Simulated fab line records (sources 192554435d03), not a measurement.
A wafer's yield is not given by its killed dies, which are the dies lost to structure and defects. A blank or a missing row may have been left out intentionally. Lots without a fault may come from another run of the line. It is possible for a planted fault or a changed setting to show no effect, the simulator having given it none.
fab line records + flow n5_finfet
record:
- lots: 6
- wafers: 17
- last_day: 17
route steps=1938 shown BEOL_M13@1701
lots with no fault: from the same line, run without faults
start_h: the number of hours between the record's first day and the start of the first shown wafer of the lot + wait_h: hours from the lot's prior step to this one + " repeats the value in the row above + L1.1+2: a row that stands for several wafers + - value missing, or start not given + * or withheld: withheld + < > ~ a bound
route shown NAME@n: NAME is a module with steps in the file, n the number in the route of the first one + usual: mean/standard deviation taken from wafers without a fault + same: alike in all rows + chamber/n: place in a boat + sites: readings site by site + _std_site: the standard deviation of these + _edge_site: outer sites' mean less inner sites' + radius_mm: how far each site lies from the wafer's centre + mask NAME#n: copy n + behind: the last tool/chamber to shape the wafer + hold: what put the lot on hold/how long, in hours/how the hold closed + device: the n, p or np transistor that did not switch + end of line: tests of these same wafers at the route's end + a step given without rows: its recipe and nothing more + killed: not the wafer's yield, but the dies lost to structure and defects at the first sort + map: dies across one wafer; x = killed, . = not, _ = none there
set.NAME: the setting that was run; set.NAME@STEP: the one run at that earlier step + model.NAME: the simulator's own value behind a step, which no gauge read
a table for each step, a row for each wafer; lots at some steps of the route
services: from which hour (start_h, from the record's first day; less than 0 if before it) a tool's chamber was out of use, for how many hours, and why
== steps ==
step: N5_BEOL_M13_PRECLEAN_39
recipe:
- chemistry: residue_remover
- time_s: 60
- temp_c: 40
step: N5_BEOL_M13_SRD_40
recipe:
- time_s: 30
- temp_c: 23
- rinse_liquid: diw
- dry: n2_spin
- spin_rpm: 1500
- dry_time_s: 30
step: N5_BEOL_M13_DEGAS_41
recipe:
- ambient: vacuum
- temp_c: 250
- time_s: 60
usual:
- heater_power_w: 334/37
| lot.wafer | tool           | chamber | start_h | wait_h | heater_power_w |
|-----------|----------------|---------|---------|--------|----------------|
| L261.3    | pvd_sputter-01 | -       | 237.37  | 0.0    | 251            |
| L261.4    | "              | -       | "       | "      | 377            |
| L261.6    | "              | -       | "       | "      | 339            |
| L263.1    | pvd_sputter-03 | -       | 259.38  | 0.2    | 374            |
| L263.2    | "              | -       | "       | "      | 378            |
| L263.5    | "              | -       | "       | "      | 306            |
| L272.4    | pvd_sputter-03 | -       | 304.44  | 0.3    | 339            |
| L272.5    | "              | -       | "       | "      | 365            |
| L272.6    | "              | -       | "       | "      | 302            |
| L270.1    | pvd_sputter-01 | -       | 311.70  | 0.3    | 366            |
| L270.4    | "              | -       | "       | "      | 247            |
| L276.1    | pvd_sputter-02 | -       | 350.31  | 0.3    | 373            |
| L276.4    | "              | -       | "       | "      | 357            |
| L276.5    | "              | -       | "       | "      | 294            |
| L283.4    | pvd_sputter-02 | -       | 383.81  | 0.2    | 351            |
| L283.5    | "              | -       | "       | "      | 353            |
| L283.6    | "              | -       | "       | "      | 289            |
step: N5_BEOL_M13_PRE_CLEAN_42
recipe:
- gas: H2/He
- time_s: 30
- temp_c: 250
step: N5_BEOL_M13_SPUTTER_43
recipe:
- material: TaN
- target_thk_a: 150
- temp_c: 50
- bias_v: 168.6
- power_w: 15000
- chamber_pressure_pa: 0.12
- time_s: 24.19
step: N5_BEOL_M13_SPUTTER_44
recipe:
- material: Ta
- target_thk_a: 100
- temp_c: 50
- bias_v: 80
- power_w: 15000
- chamber_pressure_pa: 0.07
- time_s: 16.13
usual:
- throttle_valve_pct: 30.4/0.44
| lot.wafer | tool           | chamber | start_h | wait_h | throttle_valve_pct |
|-----------|----------------|---------|---------|--------|--------------------|
| L261.3    | pvd_sputter-01 | -       | 237.53  | 0.0    | 30.4               |
| L261.4    | "              | -       | "       | "      | 30.7               |
| L261.6    | "              | -       | "       | "      | 29.7               |
| L263.1    | pvd_sputter-03 | -       | 259.54  | 0.0    | 30.0               |
| L263.2    | "              | -       | "       | "      | 30.5               |
| L263.5    | "              | -       | "       | "      | 30.2               |
| L272.4    | pvd_sputter-03 | -       | 304.60  | 0.0    | 30.1               |
| L272.5    | "              | -       | "       | "      | 30.7               |
| L272.6    | "              | -       | "       | "      | 30.1               |
| L270.1    | pvd_sputter-01 | -       | 311.86  | 0.0    | 30.9               |
| L270.4    | "              | -       | "       | "      | 30.3               |
| L276.1    | pvd_sputter-02 | -       | 350.47  | 0.0    | 30.8               |
| L276.4    | "              | -       | "       | "      | 31.2               |
| L276.5    | "              | -       | "       | "      | 30.4               |
| L283.4    | pvd_sputter-02 | -       | 383.97  | 0.0    | 31.0               |
| L283.5    | "              | -       | "       | "      | 31.1               |
| L283.6    | "              | -       | "       | "      | 30.3               |
step: N5_BEOL_M13_SPUTTER_45
recipe:
- material: Cu
- target_thk_a: 800
- temp_c: -20
- bias_v: 60
- power_w: 26000
- chamber_pressure_pa: 0.13
- time_s: 13.33
usual:
- throttle_valve_pct: 30.3/0.43
| lot.wafer | tool           | chamber | start_h | wait_h | throttle_valve_pct |
|-----------|----------------|---------|---------|--------|--------------------|
| L261.3    | pvd_sputter-01 | -       | 237.61  | 0.0    | 30.4               |
| L261.4    | "              | -       | "       | "      | 30.6               |
| L261.6    | "              | -       | "       | "      | 29.4               |
| L263.1    | pvd_sputter-03 | -       | 259.62  | 0.0    | 30.1               |
| L263.2    | "              | -       | "       | "      | 30.6               |
| L263.5    | "              | -       | "       | "      | 30.1               |
| L272.4    | pvd_sputter-03 | -       | 304.68  | 0.0    | 30.0               |
| L272.5    | "              | -       | "       | "      | 30.4               |
| L272.6    | "              | -       | "       | "      | 29.9               |
| L270.1    | pvd_sputter-01 | -       | 311.94  | 0.0    | 30.7               |
| L270.4    | "              | -       | "       | "      | 30.1               |
| L276.1    | pvd_sputter-02 | -       | 350.55  | 0.0    | 30.8               |
| L276.4    | "              | -       | "       | "      | 30.9               |
| L276.5    | "              | -       | "       | "      | 30.3               |
| L283.4    | pvd_sputter-02 | -       | 384.05  | 0.0    | 30.9               |
| L283.5    | "              | -       | "       | "      | 31.1               |
| L283.6    | "              | -       | "       | "      | 30.2               |
step: N5_BEOL_M13_ECD_47
recipe:
- material: Cu
- target_thk_a: 9360
step: N5_BEOL_M13_ANNEAL_48
recipe:
- temp_c: 225
- time_s: 90
- ambient: N2
usual:
- wafer_temp_C_max: 226.20/0.27
| lot.wafer | tool          | chamber | start_h | wait_h | wafer_temp_C_max |
|-----------|---------------|---------|---------|--------|------------------|
| L261.3    | rtp_anneal-02 | 0       | 238.11  | 0.3    | 226.19           |
| L261.4    | "             | 0       | "       | "      | 226.03           |
| L261.6    | "             | 0       | "       | "      | 226.07           |
| L263.1    | rtp_anneal-01 | 0       | 259.90  | 0.1    | 226.47           |
| L263.2    | "             | 0       | "       | "      | 226.35           |
| L263.5    | "             | 0       | "       | "      | 226.54           |
| L272.4    | rtp_anneal-02 | 0       | 305.48  | 0.6    | 226.09           |
| L272.5    | "             | 0       | "       | "      | 226.33           |
| L272.6    | "             | 0       | "       | "      | 225.99           |
| L270.1    | rtp_anneal-01 | 0       | 313.23  | 1.1    | 226.60           |
| L270.4    | "             | 0       | "       | "      | 226.56           |
| L276.1    | rtp_anneal-01 | 0       | 351.60  | 0.9    | 226.29           |
| L276.4    | "             | 0       | "       | "      | 226.26           |
| L276.5    | "             | 0       | "       | "      | 225.83           |
| L283.4    | rtp_anneal-02 | 0       | 384.46  | 0.2    | 226.07           |
| L283.5    | "             | 0       | "       | "      | 225.96           |
| L283.6    | "             | 0       | "       | "      | 226.21           |
step: N5_BEOL_M13_CMP_49
recipe:
- stop_on: SiOC
- t_overpolish_s: 17.1
- down_force_psi: 1
- platen_rpm: 50
- clearing_platen_down_force_psi: 1.5
- clearing_platen_rpm: 50
- post_cmp_clean: cu_alkaline
- target_thk_nm: 420
- clearing_platen_pad_velocity_m_s: 0.99484
- pad_velocity_m_s: 0.99484
usual:
- barrier_field_endpoint_s: 30.4/0.64
- clearing_platen_rpm: 50.003/0.027
- motor_current_A: 5.7/0.4
- overpolish_run_s: 17.100/0.0081
- slurry_flow_ml_min: 150.0/0.45
| lot.wafer | tool   | chamber | start_h | wait_h | barrier_field_endpoint_s | clearing_platen_rpm | motor_current_A | overpolish_run_s | slurry_flow_ml_min |
|-----------|--------|---------|---------|--------|--------------------------|---------------------|-----------------|------------------|--------------------|
| L261.4    | cmp-01 | 2       | 238.32  | 0.1    | 30.4                     | 50.021              | 5.9             | 17.109           | 150.1              |
| L261.3    | "      | 1       | "       | "      | 30.0                     | 49.981              | 5.4             | 17.093           | 149.6              |
| L261.6    | "      | 2       | "       | "      | 30.9                     | 50.030              | 5.4             | 17.093           | 150.4              |
| L263.1    | cmp-04 | 2       | 260.27  | 0.3    | 29.7                     | 50.032              | 6.0             | 17.093           | 150.0              |
| L263.2    | "      | 3       | "       | "      | 31.0                     | 50.015              | 5.1             | 17.100           | 150.6              |
| L263.5    | "      | 1       | "       | "      | 30.9                     | 50.010              | 6.3             | 17.086           | 149.8              |
| L272.4    | cmp-04 | 2       | 305.65  | 0.1    | 29.1                     | 50.027              | 5.8             | 17.091           | 149.7              |
| L272.5    | "      | 2       | "       | "      | 29.3                     | 50.000              | 6.1             | 17.105           | 150.5              |
| L272.6    | "      | 3       | "       | "      | 30.2                     | 50.012              | 5.3             | 17.107           | 150.4              |
| L270.1    | cmp-01 | 0       | 313.57  | 0.3    | 30.7                     | 50.016              | 6.3             | 17.110           | 149.3              |
| L270.4    | "      | 1       | "       | "      | 30.6                     | 49.961              | 5.0             | 17.090           | 149.7              |
| L276.4    | cmp-02 | 3       | 351.97  | 0.2    | 30.1                     | 50.000              | 6.5             | 17.104           | 149.3              |
| L276.1    | "      | 0       | "       | "      | 30.1                     | 49.977              | 5.2             | 17.110           | 149.8              |
| L276.5    | "      | 1       | "       | "      | 29.9                     | 50.015              | 5.8             | 17.096           | 150.5              |
| L283.4    | cmp-04 | 1       | 384.62  | 0.1    | 29.5                     | 49.995              | 6.1             | 17.098           | 150.6              |
| L283.6    | "      | 1       | "       | "      | 29.9                     | 50.012              | 6.1             | 17.117           | 150.4              |
| L283.5    | "      | 2       | "       | "      | 29.6                     | 50.023              | 5.7             | 17.094           | 150.0              |
step: N5_BEOL_M13_THK_MEAS_50
recipe:
- thk_meas_gauge: xrf
- reads: Cu_of_BEOL_M13_ECD_47
usual:
- M13_THK: 413/6.9
| lot.wafer | tool          | chamber | start_h | wait_h | M13_THK[nm] |
|-----------|---------------|---------|---------|--------|-------------|
| L261.3    | film_metro-01 | -       | 238.62  | -      | 405         |
| L261.4    | "             | -       | "       | "      | 413         |
| L261.6    | "             | -       | "       | "      | 409         |
| L263.1    | film_metro-02 | -       | 260.49  | -      | 403         |
| L263.2    | "             | -       | "       | "      | 407         |
| L263.5    | "             | -       | "       | "      | 403         |
| L272.4    | film_metro-01 | -       | 305.94  | -      | 418         |
| L272.5    | "             | -       | "       | "      | 422         |
| L272.6    | "             | -       | "       | "      | 410         |
| L270.1    | film_metro-02 | -       | 313.82  | -      | 409         |
| L270.4    | "             | -       | "       | "      | 418         |
| L276.1    | film_metro-01 | -       | 352.20  | -      | 411         |
| L276.4    | "             | -       | "       | "      | 416         |
| L276.5    | "             | -       | "       | "      | 409         |
| L283.4    | film_metro-02 | -       | 384.92  | -      | 420         |
| L283.5    | "             | -       | "       | "      | 405         |
| L283.6    | "             | -       | "       | "      | 415         |
step: N5_BEOL_M13_PRE_CLEAN_52
recipe:
- gas: NH3
- time_s: 15
- temp_c: withheld
- rf_power_w: 300
step: N5_BEOL_M13_DEP_53
recipe:
- material: SiCN
- target_thk_a: 500
- temp_c: withheld
- precursor: 3MS/NH3
- pressure_torr: 3
- rf_w: 675
- time_s: 17.8
usual:
- showerhead_plenum_p_Torr: 4.157/0.023
- throttle_valve_pct: 17.9/0.88
| lot.wafer | tool     | chamber | start_h | wait_h | showerhead_plenum_p_Torr | throttle_valve_pct | model.SiCN_of_BEOL_M13_DEP_53.thk_nm |
|-----------|----------|---------|---------|--------|--------------------------|--------------------|--------------------------------------|
| L261.3    | pecvd-02 | 2       | 238.68  | 0.0    | 4.117                    | 16.9               | 50.2                                 |
| L261.4    | "        | 1       | "       | "      | 4.159                    | 18.2               | 51.6                                 |
| L261.6    | "        | 2       | "       | "      | 4.122                    | 17.1               | 51.2                                 |
| L263.1    | pecvd-02 | 1       | 260.55  | 0.0    | 4.169                    | 18.4               | 49.8                                 |
| L263.2    | "        | 0       | "       | "      | 4.154                    | 18.2               | 49.2                                 |
| L263.5    | "        | 1       | "       | "      | 4.150                    | 18.4               | 51                                   |
| L272.4    | pecvd-01 | 0       | 306.02  | 0.0    | 4.155                    | 19.5               | 50.4                                 |
| L272.5    | "        | 1       | "       | "      | 4.133                    | 17.6               | 51                                   |
| L272.6    | "        | 2       | "       | "      | 4.174                    | 17.6               | 22.2                                 |
| L270.1    | pecvd-01 | 1       | 313.89  | 0.0    | 4.142                    | 17.6               | 21.8                                 |
| L270.4    | "        | 0       | "       | "      | 4.143                    | 19.6               | 50.4                                 |
| L276.1    | pecvd-02 | 0       | 352.26  | 0.0    | 4.153                    | 18.5               | 49.8                                 |
| L276.4    | "        | 0       | "       | "      | 4.162                    | 18.4               | 50.4                                 |
| L276.5    | "        | 1       | "       | "      | 4.172                    | 18.5               | 50.4                                 |
| L283.4    | pecvd-02 | 1       | 385.00  | 0.0    | 4.164                    | 18.4               | 50.2                                 |
| L283.5    | "        | 0       | "       | "      | 4.154                    | 18.6               | 50.2                                 |
| L283.6    | "        | 2       | "       | "      | 4.110                    | 17.5               | 50.6                                 |
step: N5_BEOL_M13_RS_MEAS_54
recipe:
- thk_meas_gauge: four-point-probe
- reads: Cu_of_BEOL_M13_ECD_47+Ta_of_BEOL_M13_SPUTTER_44+TaN_of_BEOL_M13_SPUTTER_43
usual:
- M13_RS: 0.0449/0.00064
| lot.wafer | tool          | chamber | start_h | wait_h | M13_RS[ohm/sq] |
|-----------|---------------|---------|---------|--------|----------------|
| L261.3    | film_metro-02 | -       | 238.74  | 0.1    | 0.0460         |
| L261.4    | "             | -       | "       | "      | 0.0455         |
| L261.6    | "             | -       | "       | "      | 0.0458         |
| L263.1    | film_metro-02 | -       | 260.62  | 0.0    | 0.0459         |
| L263.2    | "             | -       | "       | "      | 0.0455         |
| L263.5    | "             | -       | "       | "      | 0.0459         |
| L272.4    | film_metro-02 | -       | 306.07  | 0.0    | 0.0448         |
| L272.5    | "             | -       | "       | "      | 0.0443         |
| L272.6    | "             | -       | "       | "      | 0.0455         |
| L270.1    | film_metro-02 | -       | 313.95  | 0.0    | 0.0452         |
| L270.4    | "             | -       | "       | "      | 0.0439         |
| L276.1    | film_metro-01 | -       | 352.33  | 0.0    | 0.0456         |
| L276.4    | "             | -       | "       | "      | 0.0451         |
| L276.5    | "             | -       | "       | "      | 0.0457         |
| L283.4    | film_metro-02 | -       | 385.05  | 0.0    | 0.0441         |
| L283.5    | "             | -       | "       | "      | 0.0460         |
| L283.6    | "             | -       | "       | "      | 0.0445         |
== services ==
| tool           | chamber | start_h | hours | kind                           |
|----------------|---------|---------|-------|--------------------------------|
| cmp-01         | -       | 227.10  | 0.9   | repair                         |
| cmp-04         | -       | 232.63  | 0.3   | repair                         |
| pecvd-01       | 2       | 244.65  | 5.5   | scheduled_down                 |
| cmp-04         | -       | 246.71  | 8.5   | pm                             |
| cmp-01         | -       | 254.51  | 4.0   | pm                             |
| pecvd-01       | -       | 256.49  | 0.9   | repair                         |
| cmp-01         | -       | 258.51  | -     | consumable_replace:conditioner |
| cmp-01         | -       | 258.51  | -     | consumable_replace:pad         |
| cmp-02         | -       | 260.23  | 0.3   | repair                         |
| pecvd-01       | 0       | 266.89  | 2.1   | scheduled_down                 |
| cmp-02         | -       | 279.17  | 4.0   | pm                             |
| cmp-02         | -       | 283.17  | -     | consumable_replace:conditioner |
| cmp-02         | -       | 283.17  | -     | consumable_replace:pad         |
| cmp-01         | -       | 294.07  | 9.1   | pm                             |
| cmp-02         | -       | 304.96  | 3.9   | repair                         |
| pecvd-02       | -       | 310.09  | 0.5   | repair                         |
| pvd_sputter-03 | -       | 316.18  | 2.9   | repair                         |
| pecvd-02       | 2       | 321.45  | 2.1   | scheduled_down                 |
| pecvd-02       | -       | 326.05  | 14.6  | pm                             |
| rtp_anneal-02  | -       | 349.02  | 1.1   | pm                             |
| cmp-04         | -       | 357.89  | 7.3   | pm                             |
| cmp-04         | -       | 372.27  | 4.0   | pm                             |
| cmp-04         | -       | 376.27  | -     | consumable_replace:conditioner |
| cmp-04         | -       | 376.27  | -     | consumable_replace:pad         |
== key ==
first_sign none at tools or gauges
model_effect:
- step: N5_BEOL_M13_DEP_53
- value: SiCN_of_BEOL_M13_DEP_53.thk_nm
- without: 50.2
- struck: 22
met_at N5_BEOL_M13_DEP_53
struck_wafers L270.1,L272.6
fault:
- kind: process_parameter_drift
- tool: pecvd-01
- chamber: -
- onset_h: 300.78
- steps: N5_BEOL_M13_DEP_53
- channel: time_s
- offset: *
- shape: step
- end_h: 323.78
- scope: struck_wafers_only
- acts_in: *
- stated: *
